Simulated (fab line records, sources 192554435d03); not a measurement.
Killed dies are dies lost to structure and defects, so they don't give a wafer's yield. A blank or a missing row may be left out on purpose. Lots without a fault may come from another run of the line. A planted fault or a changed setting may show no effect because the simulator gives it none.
fab line records | flow n5_finfet
record lots=24 wafers=72 last_day=17
route steps=1938 shown BEOL_M10@1520 BEOL_M11@1572 BEOL_M12@1648
lots that met no fault: from a run of the same line without faults
start_h: hours from the record's first day to the start of the lot's first wafer shown | wait_h: hours since the lot's step before | " the same as in the row above | L1.1+2: a row that stands for several wafers | - no value, or no start given | * or withheld: withheld | < > ~ a bound
route shown NAME@n: a module of which the file shows steps, and the number in the route of the first | usual: mean/standard deviation of fault-free wafers | same: alike in all rows | chamber/n: place in a boat | sites: the reading at each site | _std_site: their standard deviation | _edge_site: outer sites' mean less inner sites' | radius_mm: how far each site lies from the wafer's centre | mask NAME#n: copy n | behind: the tool/chamber that last shaped the wafer | hold: why the lot was held/for how many hours/how that ended | device: the transistor (n, p or np) that didn't switch | end of line: the same wafers' tests at the end of the route | a step without rows: its recipe alone | killed: dies lost to structure and defects at the first sort, not the wafer's yield | map: a wafer's dies, x killed, . not, _ none there
set.NAME: the setting as run; set.NAME@STEP: as run at that earlier step | model.NAME: the simulator's own value behind a step, which no gauge read
steps of the route over a sample of lots; a table a step, a row a wafer
services: from which hour (start_h, from the record's first day; less than 0 if before it) a tool's chamber was out of use, for how many hours, and why
## steps
# step N5_BEOL_M10_CD_MEAS_35
# recipe target_cd_nm=70 polarity=opening
# usual cd_nm=70.3/0.82
# columns lot.wafer tool chamber start_h wait_h cd_nm
L074.3 cd_sem-02 - 207.27 0.0 72.0
L074.4 " - " " 69.9
L074.5 " - " " 71.2
L075.2 cd_sem-01 - 214.28 0.0 69.4
L075.4 " - " " 70.7
L075.6 " - " " 71.6
L077.1 cd_sem-02 - 222.97 0.0 69.9
L077.2 " - " " 70.6
L077.5 " - " " 70.2
L078.1 cd_sem-03 - 227.36 0.0 70.4
L078.2 " - " " 70.6
L078.6 " - " " 69.5
L076.2 cd_sem-03 - 230.85 0.0 71.0
L076.5 " - " " 70.5
L076.6 " - " " 71.7
L080.1 cd_sem-03 - 237.97 0.0 69.4
L080.3 " - " " 71.2
L080.5 " - " " 70.3
L079.1 cd_sem-02 - 247.18 0.0 70.8
L079.4 " - " " 70.4
L079.5 " - " " 70.6
L082.1 cd_sem-01 - 263.84 0.0 69.1
L082.2 " - " " 69.4
L082.6 " - " " 70.7
L081.2 cd_sem-02 - 265.51 0.0 69.9
L081.4 " - " " 70.0
L081.6 " - " " 71.1
L083.3 cd_sem-02 - 269.31 0.0 71.4
L083.5 " - " " 71.5
L083.6 " - " " 70.5
L084.2 cd_sem-02 - 275.42 0.0 71.4
L084.3 " - " " 69.4
L084.6 " - " " 70.8
L085.1 cd_sem-02 - 281.60 0.0 69.9
L085.3 " - " " 70.3
L085.6 " - " " 68.6
L086.1 cd_sem-01 - 281.82 0.0 68.4
L086.2 " - " " 72.4
L086.5 " - " " 68.8
L087.1 cd_sem-03 - 293.08 0.0 69.7
L087.4 " - " " 72.1
L087.6 " - " " 70.8
L089.2 cd_sem-01 - 296.57 0.0 68.9
L089.5 " - " " 69.3
L089.6 " - " " 68.5
L088.1 cd_sem-02 - 304.20 0.0 69.4
L088.3 " - " " 70.7
L088.6 " - " " 68.6
L090.2 cd_sem-03 - 314.21 0.0 70.8
L090.5 " - " " 69.9
L090.6 " - " " 70.3
L091.4 cd_sem-03 - 314.66 0.0 70.0
L091.5 " - " " 70.1
L091.6 " - " " 69.1
L092.2 cd_sem-03 - 330.94 0.0 70.0
L092.3 " - " " 70.9
L092.5 " - " " 71.0
L093.3 cd_sem-03 - 333.05 0.0 71.1
L093.5 " - " " 70.0
L093.6 " - " " 70.6
L094.1 cd_sem-03 - 335.02 0.0 71.2
L094.3 " - " " 70.1
L094.5 " - " " 70.1
L095.3 cd_sem-03 - 351.29 0.0 70.2
L095.4 " - " " 70.5
L095.5 " - " " 70.6
L097.1 cd_sem-03 - 353.30 0.0 68.6
L097.2 " - " " 70.4
L097.6 " - " " 70.3
L096.3 cd_sem-01 - 356.32 0.0 69.9
L096.5 " - " " 70.9
L096.6 " - " " 69.9
# step N5_BEOL_M11_ETCH_65
# recipe chemistry=CF4 target=SiARC target_depth_a=390 mask_material=CAR-ArF time_s=65 ion_energy_ev=80 pressure_mtorr=40 source_w=545 bias_w=36 Ar_flow_sccm=100 cf4_flow_sccm=100 ends=cleared
# usual cf4_flow_sccm=100.0/0.35 drypump_motor_current_A=5.91/0.29 etch_rf_on_time_s=64.2/2.5 oes_product_au=0.66/0.067 rf_vpp_V=183.9/1.1 showerhead_plenum_p_Torr=2.14/0.052 throttle_valve_pct=15.60/0.22
# columns lot.wafer tool chamber start_h wait_h cf4_flow_sccm drypump_motor_current_A etch_rf_on_time_s oes_product_au rf_hours_counter_h rf_vpp_V showerhead_plenum_p_Torr throttle_valve_pct
L074.3 rie_diel-03 3 213.40 0.0 100.3 5.83 66.2 0.60 234 184.9 2.19 15.57
L074.4 " 2 " " 99.4 6.03 61.6 0.69 95 183.6 2.17 15.66
L074.5 " 2 " " 99.6 6.03 61.2 0.70 - 183.9 2.17 15.66
L075.2 rie_diel-02 3 225.29 0.0 100.1 6.13 61.9 0.76 25 183.0 2.11 15.36
L075.4 " 0 " " 100.0 5.55 67.0 0.74 31 184.0 2.11 15.45
L075.6 " 2 " " 99.9 5.96 64.7 0.63 - 182.4 2.13 15.42
L077.1 rie_diel-06 1 231.56 0.0 99.9 6.48 67.2 0.70 70 183.9 2.19 15.38
L077.2 " 0 " " 100.0 5.79 63.9 0.62 188 186.0 2.20 15.67
L077.5 " 2 " " 100.2 6.03 60.9 0.62 - 184.1 2.09 15.60
L078.1 rie_diel-03 1 234.69 0.0 100.1 5.48 67.4 0.58 221 183.4 2.11 15.98
L078.2 " 2 " " 99.9 6.06 60.8 0.69 101 185.7 2.17 15.68
L078.6 " 3 " " 99.5 5.83 65.5 0.59 - 183.6 2.19 15.59
L076.2 rie_diel-02 3 238.40 0.0 99.8 6.13 60.8 0.77 28 182.5 2.11 15.36
L076.5 " 0 " " 100.4 5.45 65.8 0.74 - 184.3 2.11 15.47
L076.6 " 3 " " 99.5 6.12 61.3 0.78 - 184.2 2.11 15.36
L080.1 rie_diel-06 0 246.56 0.0 99.4 5.78 63.3 0.62 193 185.7 2.20 15.68
L080.3 " 3 " " 100.4 5.78 68.1 0.57 233 183.2 2.13 16.07
L080.5 " 3 " " 100.3 5.80 68.2 0.58 - 183.6 2.13 16.04
L079.1 rie_diel-03 0 255.84 0.0 100.8 5.74 62.9 0.65 184 182.4 2.06 15.77
L079.4 " 1 " " 100.4 5.50 67.2 0.58 228 185.7 2.11 15.99
L079.5 " 1 " " 100.0 5.47 66.6 0.59 - 182.7 2.11 15.98
L082.1 rie_diel-03 2 271.93 0.0 100.0 6.03 61.6 0.67 114 184.3 2.17 15.68
L082.2 " 0 " " 100.3 5.73 63.8 0.64 189 182.6 2.06 15.78
L082.6 " 2 " " 99.5 6.03 61.5 0.68 - 185.7 2.17 15.69
L081.2 rie_diel-06 2 272.48 0.0 99.1 6.05 61.5 0.61 225 182.5 2.09 15.63
L081.4 " 1 " " 100.1 6.53 67.7 0.68 82 184.1 2.19 15.41
L081.6 " 1 " " 100.4 6.52 67.0 0.69 - 184.3 2.19 15.40
L083.3 rie_diel-02 0 275.34 0.0 99.9 5.49 66.3 0.72 48 184.0 2.11 15.48
L083.5 " 0 " " 100.4 5.53 66.5 0.72 - 183.6 2.11 15.49
L083.6 " 1 " " 100.5 5.98 62.8 0.69 - 186.5 2.24 15.41
L084.2 rie_diel-02 3 281.08 0.0 99.7 6.15 62.2 0.75 41 182.7 2.11 15.39
L084.3 " 2 " " 99.6 5.94 64.3 0.62 198 184.0 2.12 15.46
L084.6 " 3 " " 99.4 6.14 62.4 0.74 - 183.7 2.11 15.38
L086.1 rie_diel-03 3 287.02 0.0 100.1 5.84 66.4 0.82 0 185.6 2.18 15.09
L086.2 " 1 " " 101.2 5.43 68.0 0.57 240 182.9 2.10 16.01
L086.5 " 2 " " 100.3 6.02 60.9 0.67 - 184.6 2.17 15.70
L085.1 rie_diel-06 1 287.62 0.0 99.9 6.48 67.2 0.69 86 184.6 2.19 15.41
L085.3 " 3 " " 100.1 5.77 69.8 0.57 247 183.9 2.13 16.07
L085.6 " 2 " " 99.9 6.02 61.5 0.60 - 183.2 2.09 15.65
L087.1 rie_diel-02 2 301.94 0.0 99.4 5.97 63.8 0.61 205 183.2 2.12 15.47
L087.4 " 3 " " 101.0 6.12 61.6 0.74 48 181.7 2.11 15.41
L087.6 " 3 " " 100.5 6.13 61.6 0.74 - 182.5 2.11 15.40
L089.2 rie_diel-06 2 304.64 0.0 100.4 6.01 62.0 0.59 235 184.3 2.08 15.64
L089.5 " 0 " " 99.9 5.78 64.1 0.60 - 184.3 2.20 15.72
L089.6 " 1 " " 100.2 6.48 67.1 0.68 - 184.1 2.18 15.41
L088.1 rie_diel-06 0 313.61 0.0 100.5 5.77 64.3 0.60 215 186.0 2.19 15.74
L088.3 " 1 " " 99.8 6.51 67.3 0.69 96 183.5 2.18 15.41
L088.6 " 1 " " 99.6 6.49 67.1 0.67 - 184.4 2.18 15.44
L091.4 rie_diel-03 0 323.42 0.0 99.8 5.78 62.2 0.63 204 182.1 2.05 15.81
L091.5 " 0 " " 99.7 5.72 62.5 0.64 - 182.0 2.05 15.83
L091.6 " 1 " " 100.3 5.46 67.4 0.57 - 182.6 2.10 16.03
L090.2 rie_diel-02 0 323.58 0.0 99.7 5.45 67.5 0.70 62 183.4 2.10 15.52
L090.5 " 0 " " 99.8 5.47 67.4 0.69 - 183.6 2.10 15.51
L090.6 " 1 " " 99.6 5.96 63.9 0.67 - 185.2 2.24 15.46
L092.2 rie_diel-03 3 337.32 0.0 99.7 5.84 66.1 0.77 15 184.7 2.18 15.12
L092.3 " 0 " " 99.7 5.74 62.9 0.64 211 181.4 2.05 15.82
L092.5 " 3 " " 100.0 5.88 66.4 0.76 - 183.0 2.18 15.10
L093.3 rie_diel-06 0 339.51 0.0 100.2 5.80 64.5 0.59 223 185.6 2.19 15.74
L093.5 " 0 " " 99.8 5.77 64.5 0.59 - 184.3 2.19 15.74
L093.6 " 1 " " 99.6 6.50 67.4 0.67 - 182.6 2.18 15.43
L094.1 rie_diel-06 2 343.29 0.0 99.4 6.02 61.0 0.60 248 183.4 2.08 15.69
L094.3 " 1 " " 100.4 6.49 67.3 0.67 105 184.0 2.18 15.47
L094.5 " 2 " " 99.6 6.03 61.5 0.59 - 184.0 2.08 15.69
L095.3 rie_diel-03 0 358.03 0.0 100.2 5.71 62.8 0.62 218 184.1 2.05 15.85
L095.4 " 1 " " 99.6 5.50 65.1 0.82 2 183.9 2.10 15.52
L095.5 " 0 " " 99.7 5.75 62.8 0.63 - 182.9 2.05 15.83
L097.1 rie_diel-02 3 360.13 0.0 99.9 6.11 62.7 0.71 65 182.0 2.10 15.44
L097.2 " 1 " " 99.9 5.96 62.8 0.67 119 184.0 2.24 15.47
L097.6 " 3 " " 100.3 6.12 62.0 0.72 - 184.8 2.10 15.46
L096.3 rie_diel-03 3 365.31 0.0 100.6 5.80 65.4 0.75 25 183.9 2.18 15.13
L096.5 " 2 " " 100.3 6.03 60.3 0.66 - 183.1 2.16 15.75
L096.6 " 1 " " 100.3 5.46 64.8 0.82 - 184.4 2.10 15.49
# step N5_BEOL_M11_ETCH_41
# recipe chemistry=CH3F/O2 target=SiCN target_depth_a=426 taper_deg=2 time_s=86 ion_energy_ev=120 mask_material=TiN pressure_mtorr=30 source_w=395 bias_w=75 Ar_flow_sccm=150 CH3F_flow_sccm=30 O2_flow_sccm=20
# usual O2_flow_sccm=19.99/0.062 drypump_motor_current_A=5.90/0.28 oes_product_au=0.77/0.08 rf_vpp_V=297.2/1.3 showerhead_plenum_p_Torr=2.00/0.052 throttle_valve_pct=16.29/0.24
# columns lot.wafer tool chamber start_h wait_h O2_flow_sccm drypump_motor_current_A oes_product_au rf_hours_counter_h rf_vpp_V showerhead_plenum_p_Torr throttle_valve_pct
L074.3 rie_diel-03 3 - - 20.09 5.83 0.71 234 297.8 2.04 16.20
L074.4 " 2 " " 19.88 6.08 0.79 95 298.4 2.03 16.34
L074.5 " 2 " " 19.91 6.03 0.80 - 298.7 2.03 16.34
L075.2 rie_diel-02 3 - - 19.95 6.13 0.89 25 296.9 1.97 16.04
L075.4 " 0 " " 20.00 5.45 0.89 31 297.0 1.95 16.03
L075.6 " 2 " " 19.95 5.99 0.73 - 297.2 2.01 16.23
L077.1 rie_diel-06 1 - - 20.09 6.49 0.83 70 295.8 2.05 16.11
L077.2 " 0 " " 20.05 5.79 0.71 188 298.3 2.06 16.39
L077.5 " 2 " " 19.95 6.02 0.72 - 296.8 1.95 16.31
L078.1 rie_diel-03 1 - - 20.09 5.45 0.69 221 296.4 1.98 16.78
L078.2 " 2 " " 19.92 6.04 0.79 101 296.9 2.02 16.33
L078.6 " 3 " " 20.00 5.84 0.70 - 298.4 2.03 16.23
L076.2 rie_diel-02 3 - - 20.09 6.12 0.89 28 296.2 1.96 16.05
L076.5 " 0 " " 19.97 5.50 0.88 - 296.5 1.95 16.06
L076.6 " 3 " " 19.98 6.14 0.89 - 296.6 1.96 16.04
L080.1 rie_diel-06 0 - - 19.96 5.80 0.72 193 298.8 2.06 16.40
L080.3 " 3 " " 20.01 5.77 0.68 234 296.3 1.98 16.72
L080.5 " 3 " " 19.96 5.79 0.68 - 297.2 1.98 16.70
L079.1 rie_diel-03 0 - - 19.97 5.72 0.75 184 295.9 1.91 16.42
L079.4 " 1 " " 20.08 5.49 0.68 229 298.5 1.98 16.77
L079.5 " 1 " " 20.06 5.48 0.68 - 298.1 1.98 16.76
L082.1 rie_diel-03 2 - - 19.95 6.03 0.78 114 297.5 2.02 16.37
L082.2 " 0 " " 20.04 5.71 0.75 189 295.8 1.91 16.43
L082.6 " 2 " " 20.06 6.05 0.78 - 297.0 2.02 16.38
L081.2 rie_diel-06 2 - - 19.95 6.05 0.70 226 298.2 1.95 16.33
L081.4 " 1 " " 20.10 6.49 0.82 82 298.8 2.04 16.12
L081.6 " 1 " " 20.08 6.47 0.82 - 299.4 2.04 16.11
L083.3 rie_diel-02 0 - - 20.06 5.52 0.84 48 296.8 1.94 16.07
L083.5 " 0 " " 19.97 5.50 0.85 - 296.1 1.94 16.08
L083.6 " 1 " " 19.97 5.96 0.80 - 300.2 2.10 16.09
L084.2 rie_diel-02 3 - - 20.05 6.15 0.85 41 295.9 1.96 16.07
L084.3 " 2 " " 19.98 5.95 0.71 199 296.2 2.00 16.26
L084.6 " 3 " " 20.03 6.14 0.85 - 296.2 1.96 16.07
L086.1 rie_diel-03 3 - - 19.99 5.83 0.95 0 298.6 2.03 15.71
L086.2 " 1 " " 19.94 5.48 0.68 240 296.6 1.98 16.80
L086.5 " 2 " " 19.93 6.02 0.76 - 297.0 2.02 16.38
L085.1 rie_diel-06 1 - - 19.99 6.50 0.82 86 297.2 2.04 16.14
L085.3 " 3 " " 20.04 5.80 0.66 247 296.2 1.98 16.75
L085.6 " 2 " " 19.98 6.02 0.69 - 296.3 1.95 16.35
L087.1 rie_diel-02 2 - - 19.94 5.93 0.70 205 297.4 2.00 16.28
L087.4 " 3 " " 19.91 6.13 0.85 48 297.5 1.96 16.09
L087.6 " 3 " " 19.89 6.13 0.84 - 295.9 1.96 16.07
L089.2 rie_diel-06 2 - - 20.08 6.01 0.70 235 296.0 1.94 16.33
L089.5 " 0 " " 19.99 5.75 0.70 - 298.6 2.05 16.43
L089.6 " 1 " " 19.95 6.50 0.80 - 297.9 2.04 16.14
L088.1 rie_diel-06 0 - - 20.03 5.79 0.69 215 299.1 2.05 16.45
L088.3 " 1 " " 19.92 6.48 0.80 96 296.1 2.04 16.15
L088.6 " 1 " " 19.96 6.50 0.79 - 296.9 2.04 16.14
L091.4 rie_diel-03 0 - - 20.05 5.72 0.74 205 294.6 1.90 16.48
L091.5 " 0 " " 19.98 5.74 0.74 - 295.1 1.90 16.46
L091.6 " 1 " " 20.01 5.45 0.67 - 297.2 1.97 16.82
L090.2 rie_diel-02 0 - - 19.99 5.42 0.82 62 296.4 1.94 16.11
L090.5 " 0 " " 19.98 5.54 0.82 - 295.8 1.94 16.10
L090.6 " 1 " " 20.04 5.99 0.79 - 300.4 2.09 16.12
L092.2 rie_diel-03 3 - - 20.02 5.82 0.91 15 298.2 2.03 15.73
L092.3 " 0 " " 19.99 5.69 0.73 211 294.5 1.90 16.47
L092.5 " 3 " " 20.00 5.84 0.91 - 298.0 2.03 15.74
L093.3 rie_diel-06 0 - - 19.97 5.78 0.69 223 299.7 2.05 16.45
L093.5 " 0 " " 19.95 5.78 0.68 - 300.1 2.05 16.44
L093.6 " 1 " " 19.98 6.52 0.79 - 297.0 2.04 16.17
L094.1 rie_diel-06 2 - - 20.01 6.04 0.68 248 295.4 1.94 16.38
L094.3 " 1 " " 20.00 6.50 0.79 105 297.9 2.04 16.16
L094.5 " 2 " " 20.04 6.03 0.68 - 296.7 1.94 16.38
L095.3 rie_diel-03 0 - - 19.97 5.72 0.73 218 295.7 1.90 16.49
L095.4 " 1 " " 20.12 5.46 0.98 3 297.2 1.97 16.30
L095.5 " 0 " " 19.90 5.71 0.73 - 294.3 1.90 16.49
L097.1 rie_diel-02 3 - - 20.02 6.16 0.82 66 296.9 1.95 16.13
L097.2 " 1 " " 20.00 5.97 0.79 119 299.2 2.09 16.15
L097.6 " 3 " " 19.96 6.15 0.83 - 295.4 1.95 16.11
L096.3 rie_diel-03 3 - - 20.06 5.83 0.87 25 297.5 2.02 15.76
L096.5 " 2 " " 20.06 6.03 0.75 - 297.4 2.01 16.43
L096.6 " 1 " " 19.97 5.47 0.96 - 297.4 1.97 16.30
# step N5_BEOL_M11_PRE_CLEAN_45
# recipe gas=H2/He time_s=30 temp_c=250
# usual heater_power_w=320/25
# columns lot.wafer tool chamber start_h wait_h heater_power_w
L074.3 pvd_sputter-03 - 214.85 0.0 328
L074.4 " - " " 310
L074.5 " - " " 274
L075.2 pvd_sputter-03 - 226.71 0.0 325
L075.4 " - " " 294
L075.6 " - " " 333
L077.1 pvd_sputter-03 - 233.32 0.0 335
L077.2 " - " " 283
L077.5 " - " " 321
L078.1 pvd_sputter-03 - 237.57 0.0 284
L078.2 " - " " 329
L078.6 " - " " 327
L076.2 pvd_sputter-03 - 239.55 0.0 331
L076.5 " - " " 334
L076.6 " - " " 306
L080.1 pvd_sputter-01 - 247.71 0.0 304
L080.3 " - " " 378
L080.5 " - " " 305
L079.1 pvd_sputter-02 - 257.12 0.0 296
L079.4 " - " " 331
L079.5 " - " " 346
L082.1 pvd_sputter-03 - 273.16 0.0 324
L082.2 " - " " 282
L082.6 " - " " 325
L081.2 pvd_sputter-03 - 273.84 0.0 312
L081.4 " - " " 330
L081.6 " - " " 329
L083.3 pvd_sputter-01 - 276.36 0.0 307
L083.5 " - " " 383
L083.6 " - " " 306
L084.2 pvd_sputter-03 - 282.40 0.0 311
L084.3 " - " " 329
L084.6 " - " " 326
L086.1 pvd_sputter-02 - 288.34 0.0 334
L086.2 " - " " 285
L086.5 " - " " 314
L085.1 pvd_sputter-02 - 289.16 0.0 281
L085.3 " - " " 353
L085.6 " - " " 306
L087.1 pvd_sputter-01 - 303.18 0.0 312
L087.4 " - " " 355
L087.6 " - " " 316
L089.2 pvd_sputter-01 - 305.94 0.0 381
L089.5 " - " " 374
L089.6 " - " " 308
L088.1 pvd_sputter-02 - 314.77 0.0 345
L088.3 " - " " 330
L088.6 " - " " 289
L091.4 pvd_sputter-02 - 324.52 0.0 281
L091.5 " - " " 312
L091.6 " - " " 280
L090.2 pvd_sputter-03 - 324.62 0.0 327
L090.5 " - " " 327
L090.6 " - " " 314
L092.2 pvd_sputter-03 - 338.66 0.0 335
L092.3 " - " " 312
L092.5 " - " " 304
L093.3 pvd_sputter-03 - 341.36 0.0 333
L093.5 " - " " 335
L093.6 " - " " 303
L094.1 pvd_sputter-01 - 344.37 0.0 319
L094.3 " - " " 362
L094.5 " - " " 373
L095.3 pvd_sputter-02 - 360.58 0.0 353
L095.4 " - " " 287
L095.5 " - " " 291
L097.1 pvd_sputter-03 - 361.62 0.0 325
L097.2 " - " " 283
L097.6 " - " " 336
L096.3 pvd_sputter-02 - 366.91 0.0 348
L096.5 " - " " 334
L096.6 " - " " 345
# step N5_BEOL_M11_DEP_56
# recipe material=SiCN target_thk_a=300 temp_c=withheld precursor=3MS/NH3 pressure_torr=3 rf_w=675 time_s=10.5
# usual showerhead_plenum_p_Torr=4.158/0.016 throttle_valve_pct=18.4/1.2
# columns lot.wafer tool chamber start_h wait_h showerhead_plenum_p_Torr throttle_valve_pct
L074.3 pecvd-04 2 217.75 0.0 4.172 17.2
L074.4 " 0 " " 4.152 16.8
L074.5 " 2 " " 4.182 17.1
L075.2 pecvd-04 1 228.72 0.0 4.138 18.6
L075.4 " 0 " " 4.150 17.0
L075.6 " 1 " " 4.129 18.4
L077.1 pecvd-02 1 235.53 0.0 4.153 18.2
L077.2 " 2 " " 4.171 18.7
L077.5 " 2 " " 4.180 18.6
L078.1 pecvd-02 2 239.96 0.0 4.163 18.5
L078.2 " 0 " " 4.173 20.9
L078.6 " 2 " " 4.173 18.7
L076.2 pecvd-02 1 241.73 0.0 4.156 18.2
L076.5 " 1 " " 4.151 18.4
L076.6 " 2 " " 4.151 18.6
L080.1 pecvd-04 0 249.21 0.0 4.158 16.7
L080.3 " 2 " " 4.183 16.9
L080.5 " 2 " " 4.173 17.1
L079.1 pecvd-04 0 258.69 0.0 4.152 17.1
L079.4 " 0 " " 4.162 16.8
L079.5 " 1 " " 4.148 18.3
L082.1 pecvd-02 0 274.88 0.0 4.164 20.7
L082.2 " 2 " " 4.153 19.0
L082.6 " 0 " " 4.154 20.7
L081.2 pecvd-03 1 276.18 0.0 4.144 20.1
L081.4 " 0 " " 4.155 18.0
L081.6 " 1 " " 4.138 20.3
L083.3 pecvd-04 2 279.49 0.0 4.179 17.0
L083.5 " 0 " " 4.154 16.8
L083.6 " 1 " " 4.122 18.3
L084.2 pecvd-04 1 284.07 0.0 4.136 18.4
L084.3 " 0 " " 4.155 16.7
L084.6 " 1 " " 4.130 18.1
L086.1 pecvd-02 0 290.16 0.0 4.172 20.5
L086.2 " 1 " " 4.151 18.6
L086.5 " 2 " " 4.163 18.9
L085.1 pecvd-02 0 291.10 0.0 4.160 20.8
L085.3 " 2 " " 4.159 19.0
L085.6 " 1 " " 4.144 18.4
L087.1 pecvd-02 0 304.85 0.0 4.165 20.6
L087.4 " 0 " " 4.167 20.8
L087.6 " 1 " " 4.153 18.7
L089.2 pecvd-03 0 307.62 0.0 4.155 18.3
L089.5 " 0 " " 4.162 18.4
L089.6 " 2 " " 4.192 17.2
L088.1 pecvd-03 2 316.50 0.0 4.171 17.5
L088.3 " 1 " " 4.137 20.3
L088.6 " 0 " " 4.149 18.4
L091.4 pecvd-04 0 326.01 0.0 4.161 16.9
L091.5 " 2 " " 4.186 17.3
L091.6 " 1 " " 4.117 18.5
L090.2 pecvd-03 2 326.80 0.0 4.159 17.3
L090.5 " 1 " " 4.131 20.1
L090.6 " 0 " " 4.163 18.3
L092.2 pecvd-02 1 340.71 0.0 4.156 18.4
L092.3 " 0 " " 4.167 20.6
L092.5 " 1 " " 4.156 18.1
L093.3 pecvd-03 2 344.62 0.0 4.160 17.8
L093.5 " 1 " " 4.130 20.2
L093.6 " 0 " " 4.148 18.4
L094.1 pecvd-04 1 346.53 0.0 4.121 18.4
L094.3 " 0 " " 4.168 16.8
L094.5 " 2 " " 4.170 17.3
L095.3 pecvd-04 1 362.30 0.0 4.132 18.3
L095.4 " 1 " " 4.127 18.3
L095.5 " 2 " " 4.174 17.3
L097.1 pecvd-02 0 363.40 0.0 4.151 20.6
L097.2 " 1 " " 4.159 18.6
L097.6 " 1 " " 4.159 18.6
L096.3 pecvd-04 2 368.90 0.0 4.184 17.1
L096.5 " 2 " " 4.179 17.3
L096.6 " 1 " " 4.135 18.2
# step N5_BEOL_M12_SPUTTER_43
# recipe material=TaN target_thk_a=150 temp_c=50 bias_v=168.6 power_w=15000 chamber_pressure_pa=0.12 time_s=24.19
# usual throttle_valve_pct=30.1/0.98
# columns lot.wafer tool chamber start_h wait_h throttle_valve_pct
L074.3 pvd_sputter-03 - 223.03 0.0 29.6
L074.4 " - " " 29.8
L074.5 " - " " 30.1
L075.2 pvd_sputter-03 - 233.64 0.0 29.5
L075.4 " - " " 30.2
L075.6 " - " " 28.5
L077.1 pvd_sputter-02 - 240.14 0.0 31.2
L077.2 " - " " 29.4
L077.5 " - " " 31.6
L078.1 pvd_sputter-02 - 247.53 0.0 30.9
L078.2 " - " " 30.4
L078.6 " - " " 30.9
L076.2 pvd_sputter-02 - 247.85 0.0 31.1
L076.5 " - " " 31.3
L076.6 " - " " 30.3
L080.1 pvd_sputter-02 - 255.66 0.0 31.4
L080.3 " - " " 29.7
L080.5 " - " " 31.5
L079.1 pvd_sputter-01 - 262.94 0.0 28.9
L079.4 " - " " 31.1
L079.5 " - " " 31.1
L082.1 pvd_sputter-03 - 279.62 0.0 30.2
L082.2 " - " " 29.6
L082.6 " - " " 28.4
L081.2 pvd_sputter-01 - 280.03 0.0 29.4
L081.4 " - " " 28.9
L081.6 " - " " 29.2
L083.3 pvd_sputter-03 - 285.64 0.0 29.7
L083.5 " - " " 28.4
L083.6 " - " " 30.3
L084.2 pvd_sputter-03 - 287.98 0.0 29.4
L084.3 " - " " 29.9
L084.6 " - " " 30.3
L086.1 pvd_sputter-03 - 293.95 0.0 28.3
L086.2 " - " " 29.7
L086.5 " - " " 29.4
L085.1 pvd_sputter-03 - 296.71 0.0 28.4
L085.3 " - " " 30.3
L085.6 " - " " 29.6
L087.1 pvd_sputter-01 - 308.27 0.0 31.8
L087.4 " - " " 28.9
L087.6 " - " " 31.4
L089.2 pvd_sputter-03 - 311.32 0.0 28.5
L089.5 " - " " 30.1
L089.6 " - " " 28.5
L088.1 pvd_sputter-01 - 322.57 0.0 31.4
L088.3 " - " " 29.2
L088.6 " - " " 29.2
L091.4 pvd_sputter-01 - 331.79 0.0 28.8
L091.5 " - " " 31.6
L091.6 " - " " 29.1
L090.2 pvd_sputter-03 - 332.51 0.0 30.0
L090.5 " - " " 29.6
L090.6 " - " " 30.3
L092.2 pvd_sputter-01 - 344.65 0.0 29.1
L092.3 " - " " 30.9
L092.5 " - " " 29.0
L094.1 pvd_sputter-02 - 350.39 0.0 31.5
L094.3 " - " " 30.2
L094.5 " - " " 31.0
L093.3 pvd_sputter-02 - 350.83 0.0 29.7
L093.5 " - " " 30.8
L093.6 " - " " 29.5
L095.3 pvd_sputter-02 - 367.21 0.0 29.6
L095.4 " - " " 31.2
L095.5 " - " " 31.0
L097.1 pvd_sputter-01 - 367.70 0.0 29.1
L097.2 " - " " 29.0
L097.6 " - " " 29.3
L096.3 pvd_sputter-02 - 372.05 0.0 29.4
L096.5 " - " " 31.4
L096.6 " - " " 30.5
## services
# columns tool chamber start_h hours kind
pecvd-04 - 191.31 14.0 repair
pecvd-03 - 192.42 28.1 pm
pecvd-04 1 211.99 6.6 repair
pecvd-02 - 217.23 0.5 repair
rie_diel-03 - 220.73 0.9 repair
pecvd-03 0 225.35 14.4 repair
rie_diel-02 3 229.20 1.3 repair
pecvd-04 - 234.31 0.6 repair
pecvd-03 1 237.13 6.8 repair
rie_diel-03 0 237.94 16.9 repair
rie_diel-03 3 265.27 - clean
rie_diel-03 3 265.27 - consumable_replace:esc
rie_diel-03 3 265.27 - consumable_replace:focus_ring
rie_diel-03 3 265.27 20.3 scheduled_down
rie_diel-03 3 265.27 20.3 vent_cycle
pecvd-02 - 322.09 5.5 pm
rie_diel-03 1 324.62 - clean
rie_diel-03 1 324.62 - consumable_replace:focus_ring
rie_diel-03 1 324.62 24.0 scheduled_down
pecvd-02 - 333.66 1.2 repair
rie_diel-02 2 343.65 3.2 repair
pecvd-03 0 359.27 7.5 repair
pvd_sputter-03 - 366.40 10.0 repair
rie_diel-03 1 367.60 2.7 repair
## key
fault none
